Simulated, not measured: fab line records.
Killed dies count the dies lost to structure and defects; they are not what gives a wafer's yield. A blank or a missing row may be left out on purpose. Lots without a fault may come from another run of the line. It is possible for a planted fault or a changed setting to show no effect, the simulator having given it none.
Which tool did it? :: flow nand-harc :: 6 lots, 18 wafers sampled, at 5 steps of a route of 1302

== WHAT EACH GAUGE READ, for each wafer ==
NHARC_END_SORT_01.
lot: L267
measured: day 32 07:26
on: prober-01
killed-at-array: 670 670 673

== EACH LOT AND THE TOOL THAT RAN IT (in order: tool; ch and the chambers of the sampled wafers; start) ==
lot: L249
NHARC_A_CONTACT_ETCH_117: har-cap-etch-02 ch 0,1, day 22 07:47
NHARC_A_CONTACT_ETCH_119: har-cap-etch-02 ch 0,1, day 22 08:07
NHARC_A_CONTACT_ETCH_120: har-cap-etch-02 ch 0,1, day 22 08:17
NHARC_A_CONTACT_ETCH_96: rie-diel-04 ch 0,1,2, day 22 09:52

lot: L252
NHARC_A_CONTACT_ETCH_117: har-cap-etch-03 ch 0,1, day 23 01:19
NHARC_A_CONTACT_ETCH_119: har-cap-etch-03 ch 0,1, day 23 01:39
NHARC_A_CONTACT_ETCH_120: har-cap-etch-03 ch 0,1, day 23 01:50
NHARC_A_CONTACT_ETCH_96: rie-diel-04 ch 0,2,3, day 23 03:41

lot: L255
NHARC_A_CONTACT_ETCH_117: har-cap-etch-01 ch 0, day 24 06:42
NHARC_A_CONTACT_ETCH_119: har-cap-etch-01 ch 0, day 24 07:02
NHARC_A_CONTACT_ETCH_120: har-cap-etch-01 ch 0, day 24 07:13
NHARC_A_CONTACT_ETCH_96: rie-diel-13 ch 1,2, day 24 08:50

lot: L256
NHARC_A_CONTACT_ETCH_117: har-cap-etch-03 ch 0,1, day 24 20:46
NHARC_A_CONTACT_ETCH_119: har-cap-etch-03 ch 0,1, day 24 21:07
NHARC_A_CONTACT_ETCH_120: har-cap-etch-03 ch 0,1, day 24 21:17
NHARC_A_CONTACT_ETCH_96: rie-diel-13 ch 0,1,2, day 24 22:54

lot: L260
NHARC_A_CONTACT_ETCH_117: har-cap-etch-01 ch 0,1, day 26 01:34
NHARC_A_CONTACT_ETCH_119: har-cap-etch-01 ch 0,1, day 26 01:54
NHARC_A_CONTACT_ETCH_120: har-cap-etch-01 ch 0,1, day 26 02:04
NHARC_A_CONTACT_ETCH_96: rie-diel-07 ch 0,1,3, day 26 03:41

lot: L267
NHARC_A_CONTACT_ETCH_117: har-cap-etch-02 ch 0,1, day 29 14:16
NHARC_A_CONTACT_ETCH_119: har-cap-etch-02 ch 0,1, day 29 14:37
NHARC_A_CONTACT_ETCH_120: har-cap-etch-02 ch 0,1, day 29 14:47
NHARC_A_CONTACT_ETCH_96: rie-diel-07 ch 0,1,2, day 29 16:24
- NHARC_A_CONTACT_ETCH_117: etches the open film in C4F8/O2/Ar, time 190 s, target depth 1850 nm.
- NHARC_A_CONTACT_ETCH_119: etches the open film in C4F8/O2/Ar, time 190 s, target depth 1850 nm.
- NHARC_A_CONTACT_ETCH_120: etches the open film in C4F8/O2/Ar, time 190 s, target depth 1850 nm.
- NHARC_A_CONTACT_ETCH_96: etches the open film in C4F6/O2, target depth 20 nm, time 10 s.

== THE ANSWER, worked out from the rows above alone ==
Rule: the lots themselves supply what counts as usual. The widest of any qualifying gaps counts: lots, ordered by their means at a reading, are off when they make up no more than a third of the lots, leave a main group of 4 or more, and stand apart from it by 3 or more times the standard deviation of that group's means. A main group is skipped when, at the precision printed for the reading in the tables above, its means are all equal. Also off: a lot with no number at a reading for which 4 or more lots have one. Any other lot the step has rows for is counted as sound.
Nothing can be told from this: no lot is off at any reading shown.

== WHAT WAS PUT IN BY THE SIMULATOR ==
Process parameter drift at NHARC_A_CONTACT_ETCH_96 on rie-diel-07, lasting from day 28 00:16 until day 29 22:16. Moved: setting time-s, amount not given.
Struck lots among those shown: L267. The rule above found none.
